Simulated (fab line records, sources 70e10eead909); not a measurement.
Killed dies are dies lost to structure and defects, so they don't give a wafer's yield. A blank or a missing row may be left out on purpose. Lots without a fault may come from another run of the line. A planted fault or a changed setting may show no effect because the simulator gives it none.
fab line records | flow nand_harc
record lots=12 wafers=36 last_day=24
route steps=1159 shown P_STI@83 P_GATE@119 END@1159
lots that met no fault: from a run of the same line without faults
start_h: hours from the record's first day to the start of the lot's first wafer shown | wait_h: hours since the lot's step before | " the same as in the row above | L1.1+2: a row that stands for several wafers | - no value, or no start given | * or withheld: withheld | < > ~ a bound
route shown NAME@n: a module of which the file shows steps, and the number in the route of the first | usual: mean/standard deviation of fault-free wafers | same: alike in all rows | chamber/n: place in a boat | sites: the reading at each site | _std_site: their standard deviation | _edge_site: outer sites' mean less inner sites' | radius_mm: how far each site lies from the wafer's centre | mask NAME#n: copy n | behind: the tool/chamber that last shaped the wafer | hold: why the lot was held/for how many hours/how that ended | device: the transistor (n, p or np) that didn't switch | end of line: the same wafers' tests at the end of the route | a step without rows: its recipe alone | killed: dies lost to structure and defects at the first sort, not the wafer's yield | map: a wafer's dies, x killed, . not, _ none there
set.NAME: the setting as run; set.NAME@STEP: as run at that earlier step | model.NAME: the simulator's own value behind a step, which no gauge read
steps of the route over a sample of lots; a table a step, a row a wafer
services: from which hour (start_h, from the record's first day; less than 0 if before it) a tool's chamber was out of use, for how many hours, and why
## steps
# step NHARC_P_STI_CD_MEAS_09
# recipe target_cd_nm=200 landing_energy_ev=500
# usual cd_nm=200.9/2
# columns lot.wafer tool chamber start_h wait_h cd_nm
L923.1 cd_sem-03 0 45.32 - 201.6
L923.3 " 0 " " 203.7
L923.5 " 0 " " 201.0
L922.1 cd_sem-03 0 45.36 - 201.8
L922.2 " 0 " " 201.9
L922.4 " 0 " " 200.1
L924.3 cd_sem-01 0 55.95 - 202.0
L924.5 " 0 " " 203.5
L924.6 " 0 " " 202.6
L927.1 cd_sem-03 0 74.10 - 202.4
L927.3 " 0 " " 196.6
L927.5 " 0 " " 203.7
L929.1 cd_sem-01 0 86.66 - 202.9
L929.4 " 0 " " 201.8
L929.5 " 0 " " 197.5
L933.2 cd_sem-03 0 107.13 - 201.6
L933.4 " 0 " " 203.6
L933.6 " 0 " " 201.7
L936.1 cd_sem-01 0 122.47 - 201.2
L936.4 " 0 " " 204.1
L936.5 " 0 " " 201.4
L938.1 cd_sem-01 0 136.74 - 201.7
L938.2 " 0 " " 201.8
L938.3 " 0 " " 202.1
L939.3 cd_sem-03 0 143.42 - 197.2
L939.4 " 0 " " 198.6
L939.5 " 0 " " 196.7
L940.2 cd_sem-03 0 150.77 - 197.9
L940.3 " 0 " " 200.8
L940.5 " 0 " " 200.4
L941.1 cd_sem-01 0 157.87 - 201.9
L941.4 " 0 " " 201.3
L941.6 " 0 " " 199.6
L943.3 cd_sem-03 0 166.92 - 202.0
L943.5 " 0 " " 200.5
L943.6 " 0 " " 202.1
# step NHARC_P_GATE_EXPOSE_08
# recipe na=0.6 dose_mj=16.75 mask_id=P_HV
# usual reticle_temp_C=22.99/0.11
# columns lot.wafer tool chamber start_h wait_h mask reticle_temp_C
L922.1 krf_scanner-04 0 85.86 - P_HV#0 23.10
L922.2 " 0 " " P_HV#0 22.92
L922.4 " 0 " " P_HV#0 22.97
L923.1 krf_scanner-02 0 86.02 - P_PSD#0 23.06
L923.3 " 0 " " P_PSD#0 23.02
L923.5 " 0 " " P_PSD#0 22.96
L924.3 krf_scanner-04 0 99.20 - P_HV#0 23.14
L924.5 " 0 " " P_HV#0 22.94
L924.6 " 0 " " P_HV#0 23.16
L927.1 krf_scanner-02 0 110.62 - P_HV#0 22.82
L927.3 " 0 " " P_HV#0 22.91
L927.5 " 0 " " P_HV#0 22.75
L929.1 krf_scanner-02 0 126.86 - P_HV#0 23.14
L929.4 " 0 " " P_HV#0 23.10
L929.5 " 0 " " P_HV#0 23.11
L933.2 krf_scanner-04 0 154.76 - P_HV#0 23.01
L933.4 " 0 " " P_HV#0 22.97
L933.6 " 0 " " P_HV#0 22.91
L936.1 krf_scanner-01 0 161.83 - P_HV#0 22.92
L936.4 " 0 " " P_HV#0 22.93
L936.5 " 0 " " P_HV#0 22.96
L938.1 krf_scanner-02 0 171.47 - P_HV#0 22.93
L938.2 " 0 " " P_HV#0 23.17
L938.3 " 0 " " P_HV#0 23.03
L939.3 krf_scanner-02 0 182.75 - P_HV#0 22.83
L939.4 " 0 " " P_HV#0 22.85
L939.5 " 0 " " P_HV#0 22.78
L940.2 krf_scanner-02 0 188.36 - P_HV#0 23.11
L940.3 " 0 " " P_HV#0 23.03
L940.5 " 0 " " P_HV#0 22.85
L941.1 krf_scanner-02 0 197.04 - P_HV#0 23.17
L941.4 " 0 " " P_HV#0 23.16
L941.6 " 0 " " P_HV#0 23.21
L943.3 krf_scanner-04 0 206.40 - P_HV#0 23.09
L943.5 " 0 " " P_HV#0 23.04
L943.6 " 0 " " P_HV#0 22.88
# step NHARC_P_GATE_CD_MEAS_11
# recipe target_cd_nm=1640 landing_energy_ev=500
# usual cd_nm=1640.4/1.5
# columns lot.wafer tool chamber start_h wait_h cd_nm
L922.1 cd_sem-03 0 86.02 - 1638.3
L922.2 " 0 " " 1640.1
L922.4 " 0 " " 1639.3
L923.1 cd_sem-01 0 86.19 - -
L923.3 " 0 " " -
L923.5 " 0 " " -
L924.3 cd_sem-01 0 99.35 - 1640.7
L924.5 " 0 " " 1642.6
L924.6 " 0 " " 1640.9
L927.1 cd_sem-03 0 110.78 - 1637.0
L927.3 " 0 " " 1637.8
L927.5 " 0 " " 1638.4
L929.1 cd_sem-03 0 127.02 - 1642.4
L929.4 " 0 " " 1641.1
L929.5 " 0 " " 1641.5
L933.2 cd_sem-03 0 154.91 - 1639.8
L933.4 " 0 " " 1638.6
L933.6 " 0 " " 1640.4
L936.1 cd_sem-01 0 161.99 - 1640.6
L936.4 " 0 " " 1640.1
L936.5 " 0 " " 1639.6
L938.1 cd_sem-01 0 171.62 - 1642.2
L938.2 " 0 " " 1640.7
L938.3 " 0 " " 1644.0
L939.3 cd_sem-02 0 182.90 - 1640.7
L939.4 " 0 " " 1640.9
L939.5 " 0 " " 1637.7
L940.2 cd_sem-01 0 188.51 - 1641.3
L940.3 " 0 " " 1641.9
L940.5 " 0 " " 1642.3
L941.1 cd_sem-03 0 197.20 - 1640.2
L941.4 " 0 " " 1639.8
L941.6 " 0 " " 1638.9
L943.3 cd_sem-01 0 206.56 - 1641.7
L943.5 " 0 " " 1642.9
L943.6 " 0 " " 1640.9
# step NHARC_P_GATE_OVL_MEAS_27
# usual overlay_x_nm=-0.2/0.76 overlay_y_nm=0.0/0.75
# columns lot.wafer tool chamber start_h wait_h overlay_x_nm overlay_y_nm
L922.1 overlay-02 - 101.43 - -0.3 -0.3
L922.2 " - " " -0.3 -0.1
L922.4 " - " " 0.1 -0.1
L923.1 overlay-01 - 101.60 - -1.1 -0.6
L923.3 " - " " -0.9 -0.6
L923.5 " - " " -1.6 -0.9
L924.3 overlay-02 - 114.58 - -0.5 0.4
L924.5 " - " " -0.5 0.6
L924.6 " - " " -0.4 0.5
L927.1 overlay-01 - 126.20 - -0.6 1.3
L927.3 " - " " -0.3 0.9
L927.5 " - " " -0.4 1.6
L929.1 overlay-02 - 140.98 - -1.5 -0.6
L929.4 " - " " -1.2 -0.7
L929.5 " - " " -2.3 -0.4
L933.2 overlay-01 - 169.92 - -0.7 0.2
L933.4 " - " " -0.5 0.4
L933.6 " - " " -0.4 0.2
L936.1 overlay-02 - 182.27 - -0.5 1.0
L936.4 " - " " -0.9 1.4
L936.5 " - " " -0.7 1.2
L938.1 overlay-02 - 186.97 - -0.7 1.3
L938.2 " - " " -0.5 1.3
L938.3 " - " " -0.6 1.3
L939.3 overlay-01 - 197.86 - 0.2 -0.4
L939.4 " - " " 0.3 -0.7
L939.5 " - " " 0.8 -0.7
L940.2 overlay-01 - 202.29 - 0.2 0.7
L940.3 " - " " 0.7 0.3
L940.5 " - " " 1.0 0.6
L941.1 overlay-02 - 211.05 - 1.1 -0.4
L941.4 " - " " 0.7 -0.5
L941.6 " - " " 1.3 -0.7
L943.3 overlay-02 - 220.88 - 0.4 -0.9
L943.5 " - " " 1.1 -0.7
L943.6 " - " " 0.5 -0.4
# step NHARC_P_GATE_DESCUM_31
# recipe time_s=3 o2_flow_sccm=200 ar_flow_sccm=0 bias_power_w=0 chemistry=O2
# usual drypump_motor_current_A=5.7/0.45 oes_product_au=0.996/0.007 rf_vpp_V=57.8/0.85 showerhead_plenum_p_Torr=1.91/0.097 throttle_valve_pct=11.311/0.0092
# columns lot.wafer tool chamber start_h wait_h drypump_motor_current_A oes_product_au rf_hours_counter_h rf_vpp_V showerhead_plenum_p_Torr throttle_valve_pct
L922.4 rie_diel-06 1 101.53 0.1 5.4 0.999 6 57.9 1.94 11.318
L922.1 " 3 " " 6.4 0.986 7 57.4 1.91 11.309
L922.2 " 0 " " 5.5 0.990 7 57.4 1.78 11.317
L923.3 rie_diel-09 2 101.72 0.1 5.5 1.006 6 58.0 1.93 11.316
L923.1 " 3 " " 5.7 0.997 6 57.8 1.82 11.300
L923.5 " 3 " " 5.7 1.006 - 58.7 1.82 11.297
L924.3 rie_diel-06 1 114.69 0.1 5.4 0.999 9 56.7 1.94 11.290
L924.5 " 3 " " 6.4 0.994 - 56.5 1.91 11.307
L924.6 " 2 " " 5.3 1.000 - 59.2 2.06 11.297
L927.1 rie_diel-06 2 126.30 0.1 5.3 1.004 10 58.4 2.06 11.301
L927.3 " 1 " " 5.4 0.991 10 58.5 1.93 11.323
L927.5 " 3 " " 6.4 0.996 - 59.2 1.91 11.303
L929.1 rie_diel-11 0 141.13 0.1 6.5 0.995 36 57.5 1.78 11.304
L929.4 " 1 " " 6.0 0.994 40 57.1 1.83 11.303
L929.5 " 3 " " 5.5 0.984 - 58.0 1.98 11.300
L933.2 rie_diel-06 0 170.03 0.1 5.5 0.994 16 57.2 1.77 11.304
L933.4 " 1 " " 5.4 0.999 18 57.8 1.93 11.341
L933.6 " 3 " " 6.4 0.993 - 56.9 1.90 11.292
L936.4 rie_diel-06 1 182.37 0.1 5.4 0.991 21 58.2 1.93 11.316
L936.1 " 3 " " 6.4 0.997 23 58.0 1.90 11.323
L936.5 " 1 " " 5.4 0.987 - 58.4 1.93 11.308
L938.1 rie_diel-09 3 187.07 0.1 5.7 0.992 36 56.8 1.81 11.293
L938.3 " 0 " " 5.4 0.973 33 57.9 1.88 11.319
L938.2 " 1 " " 4.8 0.985 33 57.6 2.01 11.316
L939.3 rie_diel-06 1 198.03 0.1 5.4 0.989 23 59.2 1.93 11.301
L939.4 " 2 " " 5.3 1.014 23 58.6 2.05 11.304
L939.5 " 1 " " 5.4 1.003 - 56.3 1.93 11.300
L940.3 rie_diel-06 1 202.40 0.1 5.4 0.999 23 56.5 1.93 11.318
L940.2 " 3 " " 6.4 0.997 26 58.3 1.90 11.304
L940.5 " 0 " " 5.5 0.991 - 57.8 1.77 11.315
L941.4 rie_diel-06 3 211.16 0.1 6.4 0.991 29 58.4 1.90 11.324
L941.1 " 1 " " 5.4 0.995 26 56.5 1.93 11.306
L941.6 " 3 " " 6.4 0.992 - 57.1 1.90 11.298
L943.3 rie_diel-11 1 221.00 0.1 5.9 0.998 8 57.2 1.82 11.299
L943.6 " 3 " " 5.5 0.993 - 57.8 1.98 11.315
L943.5 " 0 " " 6.4 0.988 - 57.0 2.07 11.317
# step NHARC_END_SORT_01
# recipe temp_c=25
# usual killed_at_array=29/11 killed_at_other=0.7/1.1 killed_at_periphery=2.9/2.2 killed_dies=33/11 killed_open=3.1/1.8 killed_short=1.9/1.4
# same gross_dies=677
# columns lot.wafer tool chamber start_h wait_h killed_at_array killed_at_other killed_at_periphery killed_dies killed_open killed_short
L923.1 prober-01 0 448.51 2.5 22 0 655 677 2 1
L923.3 prober-01 0 450.10 3.1 37 0 640 677 7 2
L923.5 prober-01 0 451.69 3.7 28 1 648 677 4 0
# killed by level:class
L923.1 P_GATE:area_expose=651 A_CHANNEL_HOLE_D1:chamber_film_flake=9 A_SLIT:chamber_film_flake=7 P_GATE:chamber_film_flake=2 A_CONTACT:chamber_film_flake=2 P_GATE:geometric_particle:open=1 A_SOURCE_PLATE:geometric_particle:open=1 A_M0:geometric_particle:short=1
L923.3 P_GATE:area_expose=638 A_CHANNEL_HOLE_D1:chamber_film_flake=15 A_SLIT:chamber_film_flake=10 A_WL_FILL:geometric_particle:open=2 A_CONTACT:geometric_particle:open=2 P_CONTACT:geometric_particle:open=1 A_SOURCE_PLATE:geometric_particle:short=1 A_SOURCE_PLATE:geometric_particle:open=1
L923.5 P_GATE:area_expose=646 A_SLIT:chamber_film_flake=12 A_CHANNEL_HOLE_D1:chamber_film_flake=8 P_CONTACT:chamber_film_flake=2 A_CHANNEL_FILL_D1:geometric_particle:open=1 A_WL_FILL:geometric_particle:open=1 A_CONTACT:geometric_particle:open=1 A_M0:geometric_particle:open=1
## services
# columns tool chamber start_h hours kind
rie_diel-06 - 64.20 9.0 pm
rie_diel-06 0 64.20 9.0 vent_cycle
rie_diel-06 1 64.20 9.0 vent_cycle
rie_diel-06 2 64.20 9.0 vent_cycle
rie_diel-06 3 64.20 9.0 vent_cycle
krf_scanner-01 - 67.03 20.0 repair
krf_scanner-02 - 71.02 2.7 repair
krf_scanner-04 - 71.78 6.3 repair
rie_diel-09 - 77.16 9.0 pm
krf_scanner-01 - 87.06 4.0 pm
krf_scanner-01 - 103.81 1.0 repair
rie_diel-06 0 105.37 14.6 repair
krf_scanner-04 - 108.34 18.4 repair
krf_scanner-01 - 127.72 4.4 repair
krf_scanner-01 - 134.09 2.3 repair
krf_scanner-02 - 159.96 4.6 repair
rie_diel-11 3 170.06 4.1 repair
rie_diel-11 2 178.22 28.1 repair
rie_diel-11 - 189.57 9.0 pm
rie_diel-09 0 195.54 6.6 repair
rie_diel-09 2 206.77 3.1 repair
krf_scanner-02 - 210.00 4.0 pm
krf_scanner-01 - 212.28 0.2 repair
rie_diel-11 2 215.98 7.2 repair
## key
first_sign step=NHARC_P_GATE_EXPOSE_08 reading=mask direction=changed
effect step=NHARC_P_GATE_CD_MEAS_11 reading=cd_nm direction=missing
effect step=NHARC_END_SORT_01 reading=killed_at_periphery direction=up sigmas=99+ usual=2.9 struck=647.7
more_kills_born_at NHARC_P_GATE_EXPOSE_08@krf_scanner-02=1935
met_at NHARC_P_GATE_EXPOSE_08
struck_lots L923
later_rows_left_out L923.1,L923.3,L923.5
tester_left_out L923
not_acting_at NHARC_P_STI_CD_MEAS_09,NHARC_P_GATE_OVL_MEAS_27,NHARC_P_GATE_DESCUM_31
fault kind=wrong_mask tool=any chamber=- onset_h=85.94 steps=NHARC_P_GATE_EXPOSE_08 aux_copy=P_PSD#0 scope=struck_lots_only
# tester_left_out: of these lots the tester's yield and bins aren't shown, on N5 and GAA mostly nor the transistor test; their killed dies are dies lost to structure and defects alone, not to doping, threshold or leakage, so they don't give the yield
# later_rows_left_out: the simulator's readings of these wafers behind a module that went badly wrong aren't trusted and aren't shown, but for the sort
